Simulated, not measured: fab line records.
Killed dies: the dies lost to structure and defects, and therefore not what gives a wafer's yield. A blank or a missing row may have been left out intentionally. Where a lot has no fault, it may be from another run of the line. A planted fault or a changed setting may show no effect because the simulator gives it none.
Chamber matching	flow n5Finfet	N5_BEOL_M4_DESCUM_16 on rieDiel-02 has 4 sister chambers
The step chemistry O2, time 7 s. 20 wafers are shown with their chamber, then 10 later ones without.

== WAFERS PAIRED WITH THEIR CHAMBERS ==
wafer	chamber	showerheadPlenumPTorr (Torr)	drypumpMotorCurrentA (A)	throttleValvePct (%)
L074.2	3	2.08	5.7	20.32
L074.3	2	2.22	5.3	20.43
L074.5	1	2.07	5.5	20.78
L078.2	2	2.21	5.3	20.47
L078.3	3	2.07	5.7	20.35
L078.6	0	2.13	6.3	20.84
L083.1	3	2.07	5.7	20.34
L083.2	1	2.07	5.5	20.50
L083.5	0	2.13	6.4	20.83
L082.1	1	2.06	5.4	20.50
L082.2	0	2.12	6.3	20.85
L082.5	3	2.07	5.7	20.37
L086.1	3	2.07	5.7	20.38
L086.2	2	2.21	5.2	20.49
L086.4	0	2.12	6.3	20.85
L089.1	3	2.07	5.7	20.39
L089.3	0	2.12	6.3	20.87
L089.5	2	2.21	5.2	20.50
L090.1	3	2.06	5.7	20.41
L090.2	1	2.06	5.5	20.52

SIGNATURES (averages over the wafers above)
reading	chamber 0	chamber 1	chamber 2	chamber 3	scatter within a chamber
showerheadPlenumPTorr	2.1240	2.0650	2.2125	2.0700	0.00556
drypumpMotorCurrentA	6.320	5.475	5.250	5.700	0.0399
throttleValvePct	20.8480	20.5750	20.4725	20.3657	0.0641
Rule: for a wafer and a chamber, the distance is found by dividing, reading by reading, the gap between the wafer's reading and the chamber's mean by the reading's scatter, squaring, summing and taking the root. If the next closest chamber is less than 2 further off than the closest, the wafer can't be placed; otherwise it belongs to the closest. The scatter is the square root of a quotient: the sum, over the shown wafers, of each reading's squared deviation from its chamber's mean, divided by wafers minus chambers.

== WAFERS WITH NO CHAMBER GIVEN ==
wafer	showerheadPlenumPTorr (Torr)	drypumpMotorCurrentA (A)	throttleValvePct (%)
L090.4	2.12	6.3	20.88
L092.3	2.06	5.5	20.52
L092.4	2.12	6.3	20.89
L092.5	2.20	5.2	20.49
L096.3	2.06	5.5	20.54
L096.5	2.12	6.3	20.89
L096.6	2.06	5.7	20.40
L097.1	2.06	5.7	20.40
L097.3	2.12	6.3	20.88
L097.5	2.06	5.7	20.41

== CHAMBER TAKEN BY EACH ==
wafer	from the rows above	in truth
L090.4	0	0
L092.3	1	1
L092.4	0	0
L092.5	2	2
L096.3	1	1
L096.5	0	0
L096.6	3	3
L097.1	3	3
L097.3	0	0
L097.5	3	3
Placed correctly: 10 of 10. Number that these rows cannot place: 0. Placed wrongly: 0.
